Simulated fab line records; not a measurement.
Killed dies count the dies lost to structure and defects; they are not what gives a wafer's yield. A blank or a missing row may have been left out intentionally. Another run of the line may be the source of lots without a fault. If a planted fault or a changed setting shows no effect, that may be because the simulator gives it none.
A single fault, viewed from 2 desks	flow nand_harc	each desk has only its own numbers; what lay behind them comes last

## THE METROLOGY DESK
What the gauges read, lot by lot, whatever tool the lot ran on: means of the sampled wafers that have a number. If a lot's mean is further than 4 standard deviations from the usual mean, the lot is out of limits and carries the mark OUT (the distance appears in the brackets).
Columns: A = cd_nm at NHARC_P_M0_CD_MEAS_09, usual 89.8 nm; B = overlay_x_nm at NHARC_P_M0_OVL_MEAS_10, usual 0.0 nm; C = overlay_y_nm at NHARC_P_M0_OVL_MEAS_10, usual 0.0 nm
lot	first seen here	A	B	C
L332	day 5 19:15	89.8	1.7	-0.5
L334	day 6 16:46	89.4	0.6	-0.3
L333	day 6 17:53	89.9	0.2	0.5
L336	day 6 19:56	89.3	-0.1	0.0
L337	day 7 01:59	89.1	-0.7	-0.9
L342	day 8 01:16	89.7	0.8	0.6
L341	day 8 03:41	89.7	0.4	0.6
L343	day 9 06:46	89.7	0.6	-0.5
L352	day 10 17:56	93.1 (+6.0) OUT	10.3 (+9.3) OUT	0.3
L353	day 11 01:11	92.4 (+4.6) OUT	12.9 (+12) OUT	0.1
Finding of this desk: L352, L353 out of limits; the first was L352 at day 10 17:56, on cd_nm at NHARC_P_M0_CD_MEAS_09. Within limits: L332, L334, L333, L336, L337, L342, L341, L343.

## DESK OF THE TOOL OWNER: arfi_scanner-01
The tool's own readings at NHARC_P_M0_EXPOSE_06 (exposes mask P M0, target cd 90 nm): means of the sampled wafers that have a number, for each lot that ran on this tool. If a lot's mean is further than 4 standard deviations from the usual mean, the lot is out of limits and carries the mark OUT (the distance appears in the brackets).
Columns: A = exposure_dose_mJ_cm2 at NHARC_P_M0_EXPOSE_06, usual 81.21; B = focus_offset_nm at NHARC_P_M0_EXPOSE_06, usual -0.1 nm
lot	first seen here	A	B
L333	day 6 17:45	81.25	-0.3
L336	day 6 19:48	81.14	-0.6
L337	day 7 01:51	81.14	0.2
L342	day 8 01:08	81.12	-1.2
L352	day 10 17:47	85.07 (+42) OUT	0.7
L353	day 11 01:02	84.31 (+34) OUT	-1.0
Finding of this desk: L352, L353 out of limits; the first was L352 at day 10 17:47, on exposure_dose_mJ_cm2 at NHARC_P_M0_EXPOSE_06. Within limits: L333, L336, L337, L342.

## TAKEN TOGETHER
At day 10 17:47, on L352, L353, the tool owner's desk was in a position to raise an alarm.
L352, L353 would have let the metrology desk raise an alarm at day 10 17:56.
On arfi_scanner-01, each named lot ran NHARC_P_M0_EXPOSE_06.

## WHAT THE SIMULATOR HAD INSERTED
Scanner matching overlay: arfi_scanner-01, from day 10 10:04 on, at NHARC_P_M0_EXPOSE_06. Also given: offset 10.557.
Shown lots that were struck: L352, L353.
Time in hours from fault onset to the first out-of-limits reading at each desk: tool owner's desk 8, metrology desk 8.
